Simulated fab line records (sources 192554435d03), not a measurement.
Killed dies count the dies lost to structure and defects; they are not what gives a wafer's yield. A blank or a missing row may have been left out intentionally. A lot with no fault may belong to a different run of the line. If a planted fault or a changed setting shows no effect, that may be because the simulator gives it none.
Chamber matching -- flow n5-finfet -- ald-sin-04 running N5_BEOL_M0_SAQP_SPACER2_ALD_26: 4 sister chambers
The step deposits SiO2, target thk 15 nm, pulse time 1 s, purge time 2 s. 8 wafers are shown with their chamber, then 12 later ones without.

== WAFERS WITH THEIR CHAMBER ==
wafer,chamber,heater-power-w (W),chamber-pressure-Torr (Torr)
L084.6,0,426,2.004
L085.1,2,466,1.996
L085.5,1,434,2.003
L088.1,2,495,2.000
L088.5,3,563,2.010
L089.1,1,418,2.003
L089.4,0,434,2.007
L089.6,3,567,1.990

== WAFERS WITHOUT THEIR CHAMBER ==
wafer,heater-power-w (W),chamber-pressure-Torr (Torr)
L091.2,448,1.998
L091.3,567,2.002
L091.5,420,2.007
L094.2,445,1.992
L094.3,439,1.998
L094.6,480,1.994
L095.2,428,2.001
L095.5,477,1.997
L095.6,572,1.996
L096.4,429,2.001
L096.5,471,1.993
L096.6,423,2.002

== EACH ONE'S CHAMBER ==
wafer,from the rows above,in truth
L091.2,can't be placed: 0 or 1 or 2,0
L091.3,3,3
L091.5,can't be placed: 1 or 0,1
L094.2,can't be placed: 1 or 0 or 2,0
L094.3,can't be placed: 0 or 1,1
L094.6,2,2
L095.2,can't be placed: 1 or 0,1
L095.5,2,2
L095.6,3,3
L096.4,can't be placed: 1 or 0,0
L096.5,2,2
L096.6,can't be placed: 1 or 0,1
5 of 12 placed correctly. Not placeable from these rows: 7 (in 7, the candidates include the true chamber). 0 placed wrongly.
How it was worked out, from the rows above alone: a wafer's distance from a chamber is the root of the sum, over the readings, of the square of ((its reading less the chamber's mean) divided by the reading's scatter). If the next closest chamber is less than 2 further off than the closest, the wafer can't be placed; otherwise it belongs to the closest. For every chamber, the mean is computed from those of its wafers that are shown. The scatter: take each reading less its chamber's mean, square it, sum over the shown wafers, divide by the number of wafers less the number of chambers, and take the root.
